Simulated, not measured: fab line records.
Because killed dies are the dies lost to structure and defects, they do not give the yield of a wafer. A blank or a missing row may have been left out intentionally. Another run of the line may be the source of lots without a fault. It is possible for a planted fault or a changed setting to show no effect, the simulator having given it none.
Chamber matching -- flow n5_finfet -- 3 sister chambers for N5_BEOL_M1_PECVD_72 on pecvd-03
The step deposits SiO2 from TEOS/O2, target thk 16 nm, time 18 s. 20 wafers are shown with their chamber, then 10 later ones without.

== WAFERS PAIRED WITH THEIR CHAMBERS ==
wafer,chamber,throttle_valve_pct (%),showerhead_plenum_p_Torr (Torr),heater_power_w (W)
L076.1,2,20.1,8.73,847
L076.4,0,27.4,8.78,723
L076.6,0,27.5,8.75,713
L077.3,2,19.9,8.72,812
L077.4,1,23.2,8.67,611
L077.6,0,27.5,8.77,726
L079.1,0,27.4,8.73,695
L079.4,1,23.3,8.65,620
L079.6,2,20.3,8.70,790
L082.2,1,23.2,8.66,615
L082.4,2,20.2,8.71,763
L082.5,0,27.3,8.76,665
L084.1,2,20.0,8.71,776
L084.4,0,27.4,8.76,703
L084.6,1,23.3,8.67,638
L085.1,1,23.1,8.66,616
L085.2,0,27.4,8.77,768
L085.3,2,20.4,8.71,817
L086.2,0,27.5,8.76,694
L086.3,1,23.3,8.66,580

SIGNATURES (means of the wafers above)
reading,chamber 0,chamber 1,chamber 2,scatter within a chamber
throttle_valve_pct,27.425,23.233,20.150,0.12
showerhead_plenum_p_Torr,8.7600,8.6617,8.7133,0.0119
heater_power_w,710.88,613.33,800.83,27.4
Rule: a wafer's distance from a chamber is the root of the sum, over the readings, of the square of ((its reading less the chamber's mean) divided by the reading's scatter). The wafer belongs to the nearest chamber; if the next one is less than 2 further off, it can't be placed. How the scatter is found: for the shown wafers, subtract from each reading the mean of its chamber, square and add these, divide the total by (wafers less chambers), then take the root.

== WAFERS WITH NO CHAMBER GIVEN ==
wafer,throttle_valve_pct (%),showerhead_plenum_p_Torr (Torr),heater_power_w (W)
L086.4,23.4,8.66,570
L089.1,20.3,8.73,826
L089.5,20.4,8.73,835
L089.6,27.5,8.77,758
L093.1,23.2,8.67,636
L093.3,20.2,8.70,852
L093.4,23.1,8.65,650
L095.2,23.2,8.65,556
L095.5,23.1,8.65,550
L095.6,27.2,8.76,752

== EACH ONE'S CHAMBER ==
wafer,from the rows above,in truth
L086.4,1,1
L089.1,2,2
L089.5,2,2
L089.6,0,0
L093.1,1,1
L093.3,2,2
L093.4,1,1
L095.2,1,1
L095.5,1,1
L095.6,0,0
Correct placement for 10 of the 10. From these rows, 0 cannot be placed. Wrongly placed: 0.
